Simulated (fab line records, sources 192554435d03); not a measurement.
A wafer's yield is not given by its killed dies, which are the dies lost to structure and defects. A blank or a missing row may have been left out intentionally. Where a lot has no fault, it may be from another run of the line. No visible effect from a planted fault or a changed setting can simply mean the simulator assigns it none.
Code-filled problem report in 8D (eight disciplines) form | flow n5-finfet | the parts of the form that need people (team, actions taken, sign-off) are left out

1. THE PROBLEM
run-length-s at N5_BEOL_M1_VIA_ETCH_34 reads a mean of 81.1 s on 3 wafers of 2 lots; wafers without a fault read 87.6 s with a standard deviation of 0.45. That is -14 standard deviations from the usual mean.
The step: etches the open film in C4F6/O2, target depth 67.8 nm, time 64.4 s.
The first sign was on wafer L257.6 at day 9 23:25, on rie-diel-04. At this step, 24 wafers from 9 lots have a number in the record. By rule, "out" or "out of limits" means more than 4 standard deviations away from the usual mean. The rest of the wafers with a number are treated as sound.

2. WHAT IT IS, WHAT IT ISN'T
question                    | is                     | is not
which readings at this step | run-length-s           | O2_flow_sccm, drypump-motor-current-A, mfc-ar-sccm, oes-product-au, rf-vpp-V, throttle-valve-pct
which lots                  | L257, L261             | L248, L251, L254, L255, L263, L265, L266
which wafers of those lots  | L257.6, L261.2, L261.6 | L257.5
read on which tools         | rie-diel-04            | rie-diel-03, rie-diel-05
when                        | from day 9 23:25       | up to then (9 sound wafers); but 12 sound wafers of L255, L263, L265, L266 came after

3. SUSPECTS, AND WHAT RULES EACH OUT
Counting: a tool at a process step up to the reading stays a suspect if it ran every lot that is out. Sound lots after the first of them don't rule it out here, since some wafers of a struck lot are sound.
- rie-diel-03 at N5_BEOL_M1_ETCH_63 (etches SiARC in CF4, target depth 15.6 nm, time 26 s): kept. It ran every lot that is out, first L257 (day 9 16:25).
- rie-diel-04 at N5_BEOL_M1_VIA_ETCH_34 (etches the open film in C4F6/O2, target depth 67.8 nm, time 64.4 s): kept. It processed each lot that is out (first: L257, day 9 23:25); up to then, its last sound lot is L254 (day 9 12:16). Its own readings are out on those wafers: run-length-s.
- Within rie-diel-03 at N5_BEOL_M1_ETCH_63: the wafers that are out ran in chambers 1, 2; their sound lot-mates ran in chamber 0.
- Within rie-diel-04 at N5_BEOL_M1_VIA_ETCH_34: the wafers that are out ran in chambers 2, 3; their sound lot-mates ran in chamber 1.
After counting, rie-diel-03 at N5_BEOL_M1_ETCH_63 and rie-diel-04 at N5_BEOL_M1_VIA_ETCH_34 remain.

4. THE CAUSE (what the simulator had put in)
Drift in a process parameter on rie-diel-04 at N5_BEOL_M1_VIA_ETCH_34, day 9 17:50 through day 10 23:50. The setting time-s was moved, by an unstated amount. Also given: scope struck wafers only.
After counting, 2 suspects remain, this tool included.

5. THE EFFECT CHAIN, in route order
Rows list readings where the struck wafers' mean (over those with a number) sits beyond 3 standard deviations from the usual. Readings are gone through only where the record gives a usual standard deviation; hours: the median, over the lots, of the time from a lot's start at the first step in this table giving one to that lot's start at this step; sigmas: the change measured in usual standard deviations.
hours | step                   | reading      | usual  | on struck wafers | change | sigmas
0     | N5_BEOL_M1_VIA_ETCH_34 | run-length-s | 87.6 s | 81.1             | -6.5   | -14
It contains these process steps:
- N5_BEOL_M1_VIA_ETCH_34: etches the open film in C4F6/O2, target depth 67.8 nm, time 64.4 s.
Readings that are blank on the struck wafers while sound wafers have them: rf-fwd-power-W at N5_BEOL_M1_VIA_ETCH_34.
Later steps that measure or inspect, where all struck wafers having a row at the step show a number for every such reading and not one has moved that far: N5_BEOL_M4_RC_MEAS_101.

6. WHAT WOULD HAVE CAUGHT IT SOONER
First out-of-limits reading in this record: day 9 23:25, which is 6 hours after fault onset at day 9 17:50.
